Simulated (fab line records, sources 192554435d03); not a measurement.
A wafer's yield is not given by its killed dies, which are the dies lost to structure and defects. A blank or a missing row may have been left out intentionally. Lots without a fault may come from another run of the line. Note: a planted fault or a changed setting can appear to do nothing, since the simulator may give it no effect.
Which tool is to blame? || flow n5_finfet || 11 lots, 33 wafers sampled, at 1 step of a route of 1938

## WHAT THE GAUGES SHOWED, per wafer
N5_BEOL_M6_CD_MEAS_11: the cd target is 38.5 nm.
{"lot": "L319", "measured": "day 8 17:28", "on": "cd_sem-02", "cd_nm (nm)": "39.1 38.4 38.2"}
{"lot": "L320", "measured": "day 8 20:39", "on": "cd_sem-01", "cd_nm (nm)": "38.2 37.9 39.2"}
{"lot": "L324", "measured": "day 9 18:09", "on": "cd_sem-02", "cd_nm (nm)": "38.7 38.3 38.3"}
{"lot": "L325", "measured": "day 10 04:53", "on": "cd_sem-02", "cd_nm (nm)": "38.7 39.1 38.4"}
{"lot": "L326", "measured": "day 10 12:42", "on": "cd_sem-01", "cd_nm (nm)": "38.2 38.1 38.5"}
{"lot": "L327", "measured": "day 10 16:00", "on": "cd_sem-02", "cd_nm (nm)": "38.2 39.0 39.2"}
{"lot": "L334", "measured": "day 13 05:59", "on": "cd_sem-02", "cd_nm (nm)": "38.5 37.8 39.4"}
{"lot": "L335", "measured": "day 13 08:19", "on": "cd_sem-02", "cd_nm (nm)": "38.7 38.2 37.6"}
{"lot": "L338", "measured": "day 14 04:29", "on": "cd_sem-02", "cd_nm (nm)": "38.8 38.3 38.9"}
{"lot": "L339", "measured": "day 14 14:32", "on": "cd_sem-01", "cd_nm (nm)": "38.5 38.8 37.5"}
{"lot": "L340", "measured": "day 14 18:33", "on": "cd_sem-01", "cd_nm (nm)": "38.5 39.5 38.6"}

## EACH LOT AND THE TOOL THAT RAN IT (in order: tool; ch and the chambers of the sampled wafers; start)
There is no process step in the record ahead of these readings.

## THE ANSWER, worked out from the rows above alone
Rule: the usual values come from the lots themselves. The widest of any qualifying gaps counts: lots, ordered by their means at a reading, are off when they make up no more than a third of the lots, leave a main group of 4 or more, and stand apart from it by 3 or more times the standard deviation of that group's means. A main group whose means are all the same, to the digits that the tables above print for the reading, isn't used. Also off: a lot with no number at a reading for which 4 or more lots have one. The other lots that the step has rows for count as sound.
No lot is off on any of the readings shown, so nothing can be concluded from this.

## WHAT THE SIMULATOR HAD INSERTED
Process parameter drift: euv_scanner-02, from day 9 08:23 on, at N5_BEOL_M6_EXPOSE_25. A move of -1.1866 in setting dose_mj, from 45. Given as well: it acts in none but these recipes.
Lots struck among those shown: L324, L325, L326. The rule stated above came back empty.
